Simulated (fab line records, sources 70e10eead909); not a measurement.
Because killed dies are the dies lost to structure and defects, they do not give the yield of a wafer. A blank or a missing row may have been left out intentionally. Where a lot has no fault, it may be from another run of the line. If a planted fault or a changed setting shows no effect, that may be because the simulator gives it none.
Chamber matching / flow nand_harc / NHARC_P_BONDPAD_CMP_19 on cmp-02: 4 sister chambers
The step polishes, t overpolish 30 s, cu recess touch 16 s, target thk 160.81 nm. 8 wafers are shown with their chamber, then 9 later ones without.

## EACH WAFER AND ITS CHAMBER
wafer=L078.3; chamber=3; motor_current_A (A)=10.4; overpolish_run_s (s)=30.006
wafer=L079.4; chamber=1; motor_current_A (A)=10.9; overpolish_run_s (s)=30.015
wafer=L079.5; chamber=2; motor_current_A (A)=13.2; overpolish_run_s (s)=29.992
wafer=L081.1; chamber=1; motor_current_A (A)=11.5; overpolish_run_s (s)=30.011
wafer=L081.6; chamber=0; motor_current_A (A)=10.9; overpolish_run_s (s)=30.004
wafer=L080.1; chamber=3; motor_current_A (A)=10.8; overpolish_run_s (s)=29.993
wafer=L080.3; chamber=0; motor_current_A (A)=11.1; overpolish_run_s (s)=30.003
wafer=L080.4; chamber=2; motor_current_A (A)=13.1; overpolish_run_s (s)=30.002

## WAFERS WITH NO CHAMBER GIVEN
wafer=L086.1; motor_current_A (A)=10.9; overpolish_run_s (s)=29.989
wafer=L086.3; motor_current_A (A)=10.8; overpolish_run_s (s)=29.990
wafer=L086.5; motor_current_A (A)=13.2; overpolish_run_s (s)=29.985
wafer=L092.1; motor_current_A (A)=10.4; overpolish_run_s (s)=29.993
wafer=L092.2; motor_current_A (A)=13.3; overpolish_run_s (s)=30.007
wafer=L092.3; motor_current_A (A)=11.0; overpolish_run_s (s)=30.001
wafer=L097.3; motor_current_A (A)=10.0; overpolish_run_s (s)=30.003
wafer=L097.4; motor_current_A (A)=11.7; overpolish_run_s (s)=30.006
wafer=L097.6; motor_current_A (A)=10.5; overpolish_run_s (s)=29.986

## WHICH CHAMBER EACH WENT THROUGH
wafer=L086.1; from the rows above=can't be placed: 3 or 0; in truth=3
wafer=L086.3; from the rows above=can't be placed: 3 or 0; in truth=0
wafer=L086.5; from the rows above=2; in truth=2
wafer=L092.1; from the rows above=can't be placed: 3 or 0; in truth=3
wafer=L092.2; from the rows above=2; in truth=2
wafer=L092.3; from the rows above=can't be placed: 0 or 3 or 1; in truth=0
wafer=L097.3; from the rows above=can't be placed: 3 or 0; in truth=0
wafer=L097.4; from the rows above=can't be placed: 1 or 0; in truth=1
wafer=L097.6; from the rows above=can't be placed: 3 or 0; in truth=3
Correct placement for 2 of the 9. Unplaceable from these rows: 7, with the true chamber sitting among the candidates in 7. Number placed wrongly: 0.
How it was worked out, from the rows above alone: a wafer's distance from a chamber is the root of the sum, over the readings, of the square of ((its reading less the chamber's mean) divided by the reading's scatter). The wafer belongs to the nearest chamber; if the next one is less than 2 further off, it can't be placed. A chamber's mean is the mean of its shown wafers. The scatter is the square root of a quotient: the sum, over the shown wafers, of each reading's squared deviation from its chamber's mean, divided by wafers minus chambers.
